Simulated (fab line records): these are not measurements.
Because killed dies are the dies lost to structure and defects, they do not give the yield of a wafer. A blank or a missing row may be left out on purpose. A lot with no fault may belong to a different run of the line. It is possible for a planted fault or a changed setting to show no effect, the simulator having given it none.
Which tool is to blame? -- flow n5Finfet -- 27 wafers from 9 lots sampled at 7 of the route's 1938 steps

== WHAT THE GAUGES SHOWED, per wafer ==
N5_BEOL_M4_RC_MEAS_101. Usual: DIBL_N 36.3 mV/V, standard deviation 1.7; DIBL_P 36.5 mV/V, standard deviation 1.8; IOFF_N 0.16 nA/um, standard deviation 0.033; IOFF_P 0.21 nA/um, standard deviation 0.037; ION_N 675 uA/um, standard deviation 11; ION_P 462 uA/um, standard deviation 7.9; SS_N 71.6 mV/dec, standard deviation 0.64; SS_P 73.3 mV/dec, standard deviation 0.68; VT_N 249 mV, standard deviation 3.3; VT_P -250 mV, standard deviation 3.3.
lot,measured,on,DIBL_N (mV/V),DIBL_P (mV/V),IOFF_N (nA/um),IOFF_P (nA/um),ION_N (uA/um),ION_P (uA/um),SS_N (mV/dec),SS_P (mV/dec),VT_N (mV),VT_P (mV),flag
L396,day 7 15:28,prober-01,35.4 35.3 34.9,36.0 36.6 36.1,0.14 0.15 0.15,0.19 0.20 0.19,666 684 678,457 469 466,71.4 71.6 71.6,73.2 73.9 73.7,253 249 253,-255 -252 -252,
L397,day 8 11:33,prober-02,33.6 36.4 35.8,34.1 37.0 36.4,0.14 0.18 0.17,0.21 0.25 0.24,673 679 676,467 468 467,71.1 72.3 71.8,73.2 73.4 73.1,248 250 249,-248 -249 -246,
L400,day 8 14:43,prober-01,36.4 38.2 37.6,35.8 38.6 37.2,0.15 0.19 0.16,0.22 0.26 0.24,672 682 671,463 470 466,72.0 71.9 72.3,72.9 74.6 74.0,249 245 250,-248 -246 -245,
L402,day 9 10:17,prober-01,37.3 36.6 37.0,38.4 36.7 37.8,0.18 0.17 0.17,0.24 0.22 0.24,680 688 676,466 459 465,72.3 71.7 72.3,72.8 72.8 73.0,247 250 249,-251 -253 -248,
L408,day 10 15:11,prober-02,37.2 37.7 35.5,37.8 39.0 36.4,0.19 0.19 0.16,0.25 0.27 0.23,685 675 683,472 466 475,72.0 72.6 71.1,72.9 73.8 73.1,246 246 249,-244 -247 -248,
L410,day 11 13:41,prober-01,35.8 39.6 36.3,36.1 39.5 36.7,0.17 0.23 0.17,0.27 0.32 0.27,673 683 690,471 470 478,71.4 71.9 71.5,73.0 73.3 72.8,247 245 247,-244 -241 -243,
L415,day 12 03:55,prober-01,37.3 36.3 37.3,36.6 35.8 36.4,0.16 0.15 0.17,0.23 0.22 0.23,678 662 667,472 460 464,71.4 71.4 71.9,72.5 73.4 73.5,254 253 249,-245 -248 -247,
L417,day 13 03:38,prober-02,40.0 38.2 37.6,40.9 38.7 37.9,0.28 0.23 0.21,0.27 0.24 0.22,717 695 687,475 461 459,72.9 73.1 71.7,74.6 74.5 73.4,241 242 245,-250 -249 -251,
L418,day 13 10:11,prober-02,36.2 37.3 37.5,35.1 36.3 37.0,0.14 0.16 0.16,0.17 0.18 0.20,662 677 673,447 458 458,71.2 72.1 71.5,73.8 73.9 74.2,253 249 247,-251 -254 -253,

N5_BEOL_M12_CD_MEAS_28: target cd 160.2 nm. Usual: 161.4 nm for cdNm, sd 1.4.
lot,measured,on,cdNm (nm),flag
L396,day 10 04:10,cdSem-02,161.0 161.5 161.4,
L397,day 10 21:48,cdSem-03,161.1 161.0 162.2,
L400,day 11 06:20,cdSem-01,162.9 161.0 162.5,
L402,day 12 06:24,cdSem-01,162.7 161.1 161.5,
L408,day 13 10:56,cdSem-02,162.0 163.3 162.4,
L410,day 14 04:26,cdSem-03,160.2 160.4 161.9,
L415,day 14 20:41,cdSem-01,161.3 161.1 162.7,
L417,day 16 00:53,cdSem-03,160.5 160.6 162.1,
L418,day 16 01:21,cdSem-01,157.8 160.1 160.3,

N5_BEOL_M12_THK_MEAS_50: measures by xrf. Usual: M12_THK 326 nm, standard deviation 6.
lot,measured,on,M12_THK (nm),flag
L396,day 10 08:33,filmMetro-02,320 324 327,
L397,day 11 01:06,filmMetro-01,325 335 325,
L400,day 11 10:32,filmMetro-01,321 319 324,
L402,day 12 10:32,filmMetro-02,327 318 323,
L408,day 13 14:14,filmMetro-02,619 616 319,OFF
L410,day 14 09:08,filmMetro-02,327 644 628,OFF
L415,day 14 23:08,filmMetro-01,324 319 319,
L417,day 16 04:11,filmMetro-02,334 325 326,
L418,day 16 04:12,filmMetro-01,333 336 335,

N5_BEOL_M12_INSPECT_55: inspects for defects (darkfield). Usual: 76 for rawDefectCount, sd 24.
lot,measured,on,rawDefectCount,flag
L396,day 10 08:44,defectInspect-01,61 86 70,
L397,day 11 01:17,defectInspect-01,87 64 144,
L400,day 11 10:41,defectInspect-02,113 128 78,
L402,day 12 10:42,defectInspect-01,55 55 46,
L408,day 13 14:23,defectInspect-02,4845 4771 106,OFF
L410,day 14 09:17,defectInspect-02,52 4888 4786,OFF
L415,day 14 23:17,defectInspect-01,120 86 105,
L417,day 16 04:20,defectInspect-01,81 85 85,
L418,day 16 04:21,defectInspect-01,121 56 95,

N5_BEOL_M13_OVL_MEAS_11. Usual: V12_OVL 3 nm, standard deviation 5.3.
lot,measured,on,V12_OVL (nm),flag
L396,day 10 09:23,overlay-02,11 -2 6,
L397,day 11 01:48,overlay-01,-1 -3 0,
L400,day 11 11:20,overlay-02,-4 -5 4,
L402,day 12 11:20,overlay-01,7 4 -1,
L408,day 13 15:02,overlay-02,-3,
L410,day 14 09:57,overlay-01,-3,
L415,day 14 23:48,overlay-02,9 -5 4,
L417,day 16 04:52,overlay-01,-3 0 7,
L418,day 16 05:01,overlay-01,5 2 -4,

== EACH LOT AND THE TOOL THAT RAN IT (in order: tool; ch and the chambers of the sampled wafers; start) ==
lot,N5_BEOL_M12_TRENCH_ETCH_34,N5_BEOL_M12_CMP_49
L396,"rieDiel-06 ch 2,3, day 10 04:48","cmp-04 ch 0,1,3, day 10 08:17"
L397,"rieDiel-03 ch 0,1,3, day 10 22:15","cmp-03 ch 0,1,3, day 11 00:50"
L400,"rieDiel-06 ch 0,1,3, day 11 07:29","cmp-04 ch 0,1,3, day 11 10:14"
L402,"rieDiel-06 ch 0,2,3, day 12 06:51","cmp-04 ch 0,2,3, day 12 10:15"
L408,"rieDiel-03 ch 1,3, day 13 11:24","cmp-04 ch 2,3, day 13 13:59"
L410,"rieDiel-06 ch 0,1,2, day 14 05:22","cmp-04 ch 1,2,3, day 14 08:51"
L415,"rieDiel-06 ch 0,1,3, day 14 21:08","cmp-01 ch 1,2, day 14 22:50"
L417,"rieDiel-01 ch 0,1,3, day 16 01:20","cmp-01 ch 1,2,3, day 16 03:58"
L418,"rieDiel-03 ch 0,2,3, day 16 01:48","cmp-03 ch 1,2, day 16 03:54"
- N5_BEOL_M12_TRENCH_ETCH_34: etches SiOC in C4F8/O2/Ar, target depth 318.95 nm, time 125.5 s.
- N5_BEOL_M12_CMP_49: polishes, stops on SiOC, t overpolish 20.6 s, target thk 320 nm.

== AS READ BY THE TOOLS THEMSELVES (means over the sampled wafers that have a number; for cases with no such wafer, the mark the record gives instead) ==
N5_BEOL_M12_TRENCH_ETCH_34. Usual: drypumpMotorCurrentA 5.5 A, standard deviation 0.47; oesProductAu 0.80 a.u., standard deviation 0.08; rfVppV 665 V, standard deviation 3.1; showerheadPlenumPTorr 3.41 Torr, standard deviation 0.11; throttleValvePct 24.19 %, standard deviation 0.22.
lot,tool,drypumpMotorCurrentA (A),oesProductAu (a.u.),rfVppV (V),showerheadPlenumPTorr (Torr),throttleValvePct (%),flag
L396,rieDiel-06,5.1,0.79,662,3.29,24.11,
L397,rieDiel-03,5.6,0.79,666,3.43,24.16,
L400,rieDiel-06,5.1,0.75,665,3.42,24.17,
L402,rieDiel-06,5.0,0.75,664,3.36,24.18,
L408,rieDiel-03,5.1,0.80,663,3.36,24.04,
L410,rieDiel-06,5.2,0.73,665,3.40,24.36,
L415,rieDiel-06,5.1,0.73,665,3.40,24.22,
L417,rieDiel-01,5.9,0.85,665,3.41,24.05,
L418,rieDiel-03,6.0,0.89,669,3.52,24.18,

N5_BEOL_M12_CMP_49. Usual: barrierFieldEndpointS 30.5 s, standard deviation 0.73; clearingPlatenDownForcePsi 1.5002 psi, standard deviation 0.0026; headPressurePsi 1.0000 psi, standard deviation 0.0021; motorCurrentA 6.1 A, standard deviation 0.7; overpolishRunS 20.600 s, standard deviation 0.009.
lot,tool,barrierFieldEndpointS (s),clearingPlatenDownForcePsi (psi),headPressurePsi (psi),motorCurrentA (A),overpolishRunS (s),flag
L396,cmp-04,30.3,1.5020,0.9998,6.1,20.613,
L397,cmp-03,30.2,1.4983,1.0000,5.8,20.602,
L400,cmp-04,30.9,1.5009,0.9996,6.1,20.604,
L402,cmp-04,30.7,1.4999,1.0019,5.9,20.597,
L408,cmp-04,49.7,1.4965,0.9969,6.1,11.464,OFF
L410,cmp-04,50.2,1.4998,1.0017,6.4,10.994,OFF
L415,cmp-01,30.5,1.5005,0.9999,5.7,20.598,
L417,cmp-01,30.8,1.4977,0.9986,6.4,20.598,
L418,cmp-03,29.5,1.5039,0.9983,5.9,20.601,

== THE ANSWER, worked out from the rows above alone ==
Rule: lot off if the mean of its wafers having a number is beyond 3 standard deviations from the usual mean. A lot without any number at a reading at which 4 lots or more have one is off too. The other lots that the step has rows for count as sound. After the gauges, taken in route order, come the tools' own readings; for these a lot's mean is taken, as printed above. At the first step where some lot is off, the reading lying furthest off is the one used; lots without a number count as furthest.
Off: L408, L410, seen at N5_BEOL_M12_THK_MEAS_50 (M12_THK).
A tool fits if, at a process step before that reading, it ran every lot that is off, and no sound lot after the first of them. The gauges at N5_BEOL_M12_THK_MEAS_50 aren't tried: what is off there is off at N5_BEOL_M12_INSPECT_55 too, on other tools, and a gauge's error can't cause that. One fits: N5_BEOL_M12_CMP_49 on cmp-04. Its last sound lot is L402 (day 12 10:15), its first lot that is off L408 (day 13 13:59): a fault that began between those two fits.
The tool's own readings at N5_BEOL_M12_CMP_49 bear it out: on the lots that are off they differ by more than 5 times the standard deviation of the sound lots' means. barrierFieldEndpointS reads 50.0 s there against 30.4 s on the sound lots; overpolishRunS reads 11.229 s there against 20.602 s on the sound lots.

== WHAT THE SIMULATOR PUT IN ==
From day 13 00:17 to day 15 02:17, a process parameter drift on cmp-04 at N5_BEOL_M12_CMP_49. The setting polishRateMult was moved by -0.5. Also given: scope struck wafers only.
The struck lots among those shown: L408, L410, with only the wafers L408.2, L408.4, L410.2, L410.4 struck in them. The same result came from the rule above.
